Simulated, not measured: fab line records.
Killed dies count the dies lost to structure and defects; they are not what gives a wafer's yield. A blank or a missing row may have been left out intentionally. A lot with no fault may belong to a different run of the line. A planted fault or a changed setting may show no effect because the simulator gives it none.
Chamber matching | flow nand_harc | cmp-04 running NHARC_P_BONDPAD_CMP_32: 4 sister chambers
The step polishes SiCN, target thk 200 nm. 8 wafers are shown with their chamber, then 9 later ones without.

## EACH WAFER AND ITS CHAMBER
wafer  | chamber | motor_current_A (A)
L081.2 | 1       | 12.9
L083.6 | 2       | 9.8
L085.3 | 2       | 9.8
L085.5 | 3       | 13.8
L085.6 | 0       | 12.5
L088.1 | 3       | 13.5
L088.2 | 0       | 12.8
L088.3 | 1       | 12.9

## WAFERS WITHOUT THEIR CHAMBER
wafer  | motor_current_A (A)
L091.1 | 13.6
L091.3 | 13.8
L091.6 | 9.7
L093.1 | 12.7
L093.3 | 10.0
L093.6 | 13.4
L097.2 | 13.4
L097.3 | 9.6
L097.6 | 12.8

## EACH ONE'S CHAMBER
wafer  | from the rows above     | in truth
L091.1 | 3                       | 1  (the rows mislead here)
L091.3 | 3                       | 3
L091.6 | 2                       | 2
L093.1 | can't be placed: 0 or 1 | 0
L093.3 | 2                       | 2
L093.6 | can't be placed: 3 or 1 | 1
L097.2 | can't be placed: 3 or 1 | 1
L097.3 | 2                       | 2
L097.6 | can't be placed: 1 or 0 | 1
Correct placement for 4 of the 9. Can't be placed from these rows: 4 (the true chamber is among the candidates in 4). 1 placed wrongly.
How it was worked out, from the rows above alone: a wafer's distance from a chamber is the root of the sum, over the readings, of the square of ((its reading less the chamber's mean) divided by the reading's scatter). If the next closest chamber is less than 2 further off than the closest, the wafer can't be placed; otherwise it belongs to the closest. A chamber's mean is the mean of its shown wafers. The scatter: the root of (the sum of the squares of (reading less its chamber's mean) over the shown wafers, divided by (wafers less chambers)).
